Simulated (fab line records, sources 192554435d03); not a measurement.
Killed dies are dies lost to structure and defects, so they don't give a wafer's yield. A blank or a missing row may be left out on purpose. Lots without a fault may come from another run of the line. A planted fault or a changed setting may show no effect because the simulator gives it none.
Problem report in the 8D (eight disciplines) form, filled by code | flow n5_finfet | the parts of the form that need people (team, actions taken, sign-off) are left out

1. THE PROBLEM
spin_speed_rpm at N5_BEOL_M9_COAT_64 reads a mean of 1683.0 rpm on 6 wafers of 2 lots; wafers without a fault read 1500.2 rpm with a standard deviation of 1.1. That is +99 or more standard deviations from the usual mean.
The step: time 60 s, resist thk 12 nm.
First seen on wafer L564.4, day 12 02:53, on litho_track-04. The record holds 29 wafers of 10 lots with a number at this step. Rule for "out", or "out of limits": more than 4 standard deviations from the usual mean. The other wafers with a number count as sound.

2. WHAT IT IS AND WHAT IT IS NOT
question                    | is                     | is not
which readings at this step | spin_speed_rpm         | -
which lots                  | L564, L569             | L554, L557, L561, L562, L563, L573, L574, L577
which wafers of those lots  | all that have a number | -
read on which tools         | litho_track-04         | litho_track-02, litho_track-03
when                        | from day 12 02:53      | up to then (14 sound wafers); but 9 sound wafers of L573, L574, L577 came after

3. SUSPECTS, AND WHAT RULES EACH OUT
Counting: a tool at a process step up to the reading stays a suspect if it ran every lot that is out and no sound lot after the first of them.
- rie_diel-04 at N5_BEOL_M9_ETCH_61 (etches SiARC in CF4, target depth 39 nm, time 65 s): ruled out as a lasting fault. Sound lots L573, L574, L577 ran on it after its first lot that is out, L564 (day 12 01:05).
- rie_diel-04 at N5_BEOL_M9_STRIP_67 (strips in CF4): ruled out as a lasting fault. Sound lots L573, L574, L577 ran on it after its first lot that is out, L564 (day 12 01:17).
- litho_track-04 at N5_BEOL_M9_COAT_64 (time 60 s, resist thk 12 nm): ruled out as a lasting fault. Sound lots L573, L574, L577 ran on it after its first lot that is out, L564 (day 12 02:53).
Left after counting: nothing in the record.

4. THE CAUSE (what the simulator had put in)
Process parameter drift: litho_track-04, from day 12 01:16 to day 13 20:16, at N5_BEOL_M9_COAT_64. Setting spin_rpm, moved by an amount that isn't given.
Counting ruled it out, wrongly.

5. THE CHAIN OF EFFECTS, in route order
Each row: a reading whose mean over the struck wafers that have a number lies more than 3 standard deviations from the usual. Only readings for which the record gives a usual standard deviation are gone through. hours: the time from each lot's start at the first step in this table that gives one to its start at this step, as a median over the lots. sigmas: the change in usual standard deviations.
hours | step               | reading        | usual      | on struck wafers | change | sigmas
0     | N5_BEOL_M9_COAT_64 | spin_speed_rpm | 1500.2 rpm | 1683.0           | +182.8 | +99 or more
The process steps in it:
- N5_BEOL_M9_COAT_64: time 60 s, resist thk 12 nm.

6. WHAT WOULD HAVE CAUGHT IT SOONER
In this record the first reading out of limits was taken at day 12 02:53, 2 hours after the fault began at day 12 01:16.
